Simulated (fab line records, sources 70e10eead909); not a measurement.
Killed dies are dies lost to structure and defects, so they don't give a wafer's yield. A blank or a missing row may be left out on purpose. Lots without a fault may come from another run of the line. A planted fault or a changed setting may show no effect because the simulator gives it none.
A struck lot beside a sound one | flow nand_harc | 15 steps out of a route of 1302
Sound: wafers L764.4, L764.5, L764.6. Struck: wafer L784.3. (L784.1, L784.5 of the same lot were not struck and are left out.) The cause comes at the end.
At each step with rows: each side's tool, then ch and its chambers, then its first start. Under that, the readings that differ: sound wafers | struck wafers | difference of the means | sigmas: that difference in standard deviations of wafers without a fault.
alike: readings whose means differ by less than 2 such deviations, and words and numbers that are the same on both sides. not compared: withheld readings, readings that some wafer has no value for, bounds like >300 that may hide the same value, and numbers for which the record gives no deviation and whose values overlap.
The two part at a step that has a row with sigmas, a row that says differs or no value, or rows on one side only. Numbers that don't overlap but have no deviation are shown without sigmas and don't part them. A reading that every wafer of one side lacks parts them only if that side has two wafers or more.

NHARC_A_CHANNEL_HOLE_D1_STRIP_27: strips in O2.
  sound on rie_diel-05 ch 1,2,3; struck on rie_diel-06 ch 3
  reading                | sound                | struck | difference | sigmas
  throttle_valve_pct (%) | 17.029 17.046 17.025 | 17.008 | -0.025     | -3
  alike: drypump_motor_current_A, o2_flow_sccm, oes_product_au, rf_vpp_V, showerhead_plenum_p_Torr
  not compared: rf_hours_counter_h
then, 2 steps without rows for these wafers: NHARC_A_CHANNEL_HOLE_D1_PRECLEAN_28 (cleans in SC1); NHARC_A_CHANNEL_HOLE_D1_SRD_29.
NHARC_A_CHANNEL_HOLE_D1_CD_MEAS_30:
  sound on cd_sem-02, day 9 23:19; struck on cd_sem-02, day 18 08:46
  alike: cd_nm
then, 1 step without rows for these wafers: NHARC_A_CHANNEL_HOLE_D1_XSEM_31.
NHARC_A_CHANNEL_HOLE_D1_INSPECT_40:
  sound on defect_inspect-01, day 9 23:29; struck on defect_inspect-02, day 18 08:58
  alike: raw_defect_count
then, 2 steps without rows for these wafers: NHARC_A_CHANNEL_FILL_D1_PRECLEAN_00 (cleans in SC1); NHARC_A_CHANNEL_FILL_D1_SRD_01.
NHARC_A_CHANNEL_FILL_D1_ALD_02: deposits SiO2, target thk 6 nm, pulse time 10 s, ald cycles 60.
  sound on ald_hk-04 ch 1,2,3, day 9 23:54; struck on ald_hk-03 ch 1, day 18 09:09
  reading                    | sound             | struck | difference | sigmas
  precursor_pulse_height_rel | 1.014 0.978 1.002 | 0.944  | -0.054     | -3
  alike: heater_power_w, susceptor_temp_C
  not compared: ald_cycles
NHARC_A_CHANNEL_FILL_D1_ALD_03: deposits SiNx, target thk 6 nm, pulse time 60 s, ald cycles 58.
  sound on ald_sin_batch-03 ch 0; struck on ald_sin_batch-02 ch 0
  alike: precursor_pulse_height_rel, susceptor_temp_C
  not compared: ald_cycles
NHARC_A_CHANNEL_FILL_D1_ALD_14: deposits SiO2, target thk 2.5 nm, pulse time 10 s, ald cycles 25.
  sound on ald_hk-03 ch 0,1,2, day 10 06:47; struck on ald_hk-04 ch 2, day 18 16:10
  alike: heater_power_w, precursor_pulse_height_rel, susceptor_temp_C
  not compared: ald_cycles
NHARC_A_CHANNEL_FILL_D1_ALD_15: deposits SiNx, target thk 2 nm, pulse time 60 s, ald cycles 19.
  sound on ald_sin_batch-02 ch 0; struck on ald_sin_batch-03 ch 0, day 18 19:17
  alike: precursor_pulse_height_rel, susceptor_temp_C
  not compared: ald_cycles
NHARC_A_CHANNEL_FILL_D1_ALD_16: deposits SiO2, target thk 1.5 nm, pulse time 10 s, ald cycles 15.
  sound on ald_hk-03 ch 0,1,3, day 10 11:58; struck on ald_hk-02 ch 0, day 18 21:22
  reading              | sound    | struck | difference                   | sigmas
  ald_cycles           | 15 15 15 | 21     | +6                           |
  susceptor_temp_C (C) | - - -    | 300.10 | no value on the sound wafers |
  alike: heater_power_w, precursor_pulse_height_rel
then, 1 step without rows for these wafers: NHARC_A_CHANNEL_FILL_D1_ANNEAL_17 (time 1800 s).
-- the record jumps here: 16 days lie between the struck wafers' starts before and after (it left off in module A_CHANNEL_FILL_D1 and takes up again in module END, whose first step shown is number 1302 of the route) --
NHARC_END_SORT_01:
  the record has rows for the struck wafers here (prober-02 ch 0, day 34 13:26) and none for the sound ones

WHERE THEY PART
First at NHARC_A_CHANNEL_HOLE_D1_STRIP_27; last, within this record, at NHARC_END_SORT_01.

WHY: what the simulator had put in
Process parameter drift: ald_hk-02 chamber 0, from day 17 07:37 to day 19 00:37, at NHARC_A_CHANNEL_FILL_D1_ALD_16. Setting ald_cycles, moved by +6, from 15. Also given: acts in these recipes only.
